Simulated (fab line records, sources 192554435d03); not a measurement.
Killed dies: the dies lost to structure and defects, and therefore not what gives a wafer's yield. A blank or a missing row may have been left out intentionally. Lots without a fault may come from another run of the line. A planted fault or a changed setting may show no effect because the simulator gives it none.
2 desks, one fault + flow n5_finfet + what lay behind the numbers comes last; until then each desk has only its own

DESK OF THE TOOL OWNER: cvd_co-01
The tool's own readings at N5_BEOL_M1_CVD_47 (deposits Co from CCTBA/H2, target thk 3 nm, time 223.8 s): means of the sampled wafers that have a number, for each lot that ran on this tool. The brackets show how far a lot's mean lies from the usual mean; more than 4 standard deviations puts the lot out of limits, marked OUT.
Columns: A = run_length_s at N5_BEOL_M1_CVD_47, usual 246.6 s
| lot  | first seen here | A                       |
|------|-----------------|-------------------------|
| L107 | day 6 20:23     | 246.1                   |
| L110 | day 7 05:57     | 246.4                   |
| L117 | day 10 23:45    | 343.8 (+99 or more) OUT |
| L120 | day 11 05:25    | 343.7 (+99 or more) OUT |
Finding of this desk: L117, L120 out of limits; the first was L117 at day 10 23:45, on run_length_s at N5_BEOL_M1_CVD_47. L107, L110: within limits.

THE METROLOGY DESK
What the gauges read for every lot (on any tool): the sampled wafers with a number, averaged. The brackets show how far a lot's mean lies from the usual mean; more than 4 standard deviations puts the lot out of limits, marked OUT. Only the readings that lie furthest out on some lot appear, 7 of the 10 it has.
Columns: A = DIBL_N at N5_BEOL_M4_RC_MEAS_101, usual 36.5 mV/V; B = DIBL_P at N5_BEOL_M4_RC_MEAS_101, usual 36.5 mV/V; C = IOFF_N at N5_BEOL_M4_RC_MEAS_101, usual 0.162 nA/um; D = IOFF_P at N5_BEOL_M4_RC_MEAS_101, usual 0.221 nA/um; E = ION_P at N5_BEOL_M4_RC_MEAS_101, usual 466 uA/um; F = SS_P at N5_BEOL_M4_RC_MEAS_101, usual 73.3 mV/dec; G = VT_P at N5_BEOL_M4_RC_MEAS_101, usual -249 mV
| lot  | first seen here | A    | B    | C     | D     | E   | F    | G    |
|------|-----------------|------|------|-------|-------|-----|------|------|
| L106 | day 8 15:49     | 37.4 | 35.2 | 0.157 | 0.210 | 462 | 73.3 | -251 |
| L107 | day 10 11:47    | 37.3 | 38.4 | 0.167 | 0.249 | 473 | 73.4 | -247 |
| L110 | day 11 01:40    | 36.8 | 39.3 | 0.195 | 0.241 | 469 | 74.0 | -247 |
| L112 | day 11 17:19    | 35.2 | 35.5 | 0.145 | 0.194 | 464 | 73.1 | -252 |
| L115 | day 12 01:18    | 38.0 | 36.9 | 0.176 | 0.223 | 464 | 72.9 | -250 |
| L117 | day 12 23:46    | 36.2 | 36.0 | 0.173 | 0.195 | 458 | 73.3 | -252 |
| L120 | day 13 02:58    | 35.7 | 35.4 | 0.151 | 0.209 | 463 | 73.2 | -250 |
| L121 | day 14 00:28    | 35.6 | 35.1 | 0.143 | 0.183 | 461 | 72.8 | -252 |
| L125 | day 14 12:09    | 37.9 | 37.9 | 0.201 | 0.278 | 475 | 73.5 | -244 |
| L128 | day 15 21:52    | 35.2 | 34.6 | 0.167 | 0.241 | 476 | 72.8 | -244 |
| L129 | day 16 07:52    | 38.3 | 38.0 | 0.186 | 0.247 | 467 | 74.3 | -248 |
Finding of this desk: none of the 11 lots has anything out of limits.

BROUGHT TOGETHER
On L117, L120, at day 10 23:45, an alarm was possible from the tool owner's desk.
At the metrology desk, nothing out of limits was observed.
The metrology desk has L117, L120 on record, within its limits.
On cvd_co-01, each named lot ran N5_BEOL_M1_CVD_47.

WHAT THE SIMULATOR PUT IN
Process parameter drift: cvd_co-01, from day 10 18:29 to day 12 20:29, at N5_BEOL_M1_CVD_47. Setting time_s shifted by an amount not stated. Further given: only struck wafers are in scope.
Shown lots that were struck: L117, L120.
Hours from the fault's start to each desk's first reading out of limits: the tool owner's desk, 5.
